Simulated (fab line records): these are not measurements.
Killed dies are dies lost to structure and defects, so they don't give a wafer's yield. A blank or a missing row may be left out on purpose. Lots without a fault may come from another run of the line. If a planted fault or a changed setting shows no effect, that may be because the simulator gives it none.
Struck lot and sound lot, side by side | flow nand_harc | 15 steps out of a route of 1302
Sound: wafers L684.1, L684.2, L684.5. Struck: wafer L695.3 (left out: L695.2, L695.4 of the same lot, which were not struck); the cause appears at the end.
Per side, at each step with rows, come the tool, then ch with its chambers, and then its first start. Under that, the readings that differ: sound wafers | struck wafers | difference of the means | sigmas: that difference in standard deviations of wafers without a fault.
alike: a reading whose means differ by less than 2 such deviations, as well as words and numbers matching on both sides. not compared: withheld readings; readings where some wafer has no value; bounds like >300 that might hide an equal value; numbers whose values overlap and for which the record gives no deviation.
The two part at a step that has a row with sigmas, a row that says differs or no value, or rows on one side only. Numbers that have no deviation but don't overlap get no sigmas and don't part them. A reading missing from all wafers of one side parts the sides only when that side holds two or more wafers.

NHARC_P_CONTACT_DESCUM_17: chemistry O2, time 3 s.
  sound on rie_diel-04 ch 1,3, day 6 14:53; struck on rie_diel-08 ch 3, day 11 22:58
  alike: drypump_motor_current_A, oes_product_au, rf_vpp_V, showerhead_plenum_p_Torr, throttle_valve_pct
  not compared: rf_hours_counter_h
NHARC_P_CONTACT_ETCH_35: etches the open film in CF4, target depth 39 nm, time 65 s.
  sound on rie_diel-04 ch 1,3, day 6 15:00; struck on rie_diel-08 ch 2, day 11 23:04
  alike: drypump_motor_current_A, oes_product_au, rf_vpp_V, showerhead_plenum_p_Torr, throttle_valve_pct
  not compared: rf_hours_counter_h
then, 1 step without rows for these wafers: NHARC_P_CONTACT_ETCH_36 (etches the open film in N2/H2, target depth 260 nm, time 406.25 s).
NHARC_P_CONTACT_ETCH_18: etches the open film in C4F8/O2/Ar, target depth 481 nm, time 240.5 s.
  sound on rie_diel-04 ch 1,2,3; struck on rie_diel-08 ch 1
  alike: oes_product_au, rf_vpp_V
  not compared: rf_hours_counter_h
then, 2 steps without rows for these wafers: NHARC_P_CONTACT_STRIP_37 (strips in C4F8/O2/Ar); NHARC_P_CONTACT_ETCH_31 (etches the open film in CH3F/O2, target depth 30 nm, time 85.7 s).
NHARC_P_CONTACT_CD_MEAS_19:
  struck on cd_sem-03, day 11 23:50; sound on cd_sem-02, day 6 15:54
  alike: cd_nm
NHARC_P_CONTACT_STRIP_28: strips in O2.
  sound on rie_diel-08 ch 0,1,3, day 6 15:59; struck on rie_diel-04 ch 2, day 11 23:56
  alike: drypump_motor_current_A, oes_product_au, rf_vpp_V, showerhead_plenum_p_Torr, throttle_valve_pct
  not compared: rf_hours_counter_h
then, 1 step without rows for these wafers: NHARC_P_CONTACT_STRIP_29 (strips in post etch residue remover, time 1200 s).
NHARC_P_CONTACT_DEGAS_38: time 60 s.
  struck on pvd_sputter-02, day 12 00:37; sound on pvd_sputter-01, day 6 16:38
  reading            | sound       | struck | difference | sigmas
  heater_power_w (W) | 504 479 490 | 412    | -79        | -2
then, 2 steps without rows for these wafers: NHARC_P_CONTACT_PRE_CLEAN_39 (time 19.5 s); NHARC_P_CONTACT_PVD_32 (deposits Ti, target thk 5 nm, time 17.7 s).
NHARC_P_CONTACT_ALD_22: deposits TiN, target thk 3 nm, pulse time 1 s, ald cycles 150.
  sound on ald_metal-02 ch 0,1,3, day 6 16:54; struck on ald_metal-02 ch 1, day 12 00:51
  reading    | sound       | struck | difference | sigmas
  ald_cycles | 150 150 150 | 73     | -77        |
  alike: heater_power_w, precursor_pulse_height_rel
then, 1 step without rows for these wafers: NHARC_P_CONTACT_CVD_23 (deposits W, target thk 200 nm, time 557 s).
-- break in the record here, with 19 days between the starts of the struck wafers on either side (left off in module P_CONTACT, picked up again in module END, where the first step shown is number 1302 on the route) --
NHARC_END_SORT_01:
  only the struck wafers appear in the record here, on prober-01 ch 0 at day 30 14:38; the sound ones have no rows

== WHERE THEY PART ==
Last at NHARC_END_SORT_01 as far as this record goes, first at NHARC_P_CONTACT_DEGAS_38.

WHY: the cause the simulator had injected
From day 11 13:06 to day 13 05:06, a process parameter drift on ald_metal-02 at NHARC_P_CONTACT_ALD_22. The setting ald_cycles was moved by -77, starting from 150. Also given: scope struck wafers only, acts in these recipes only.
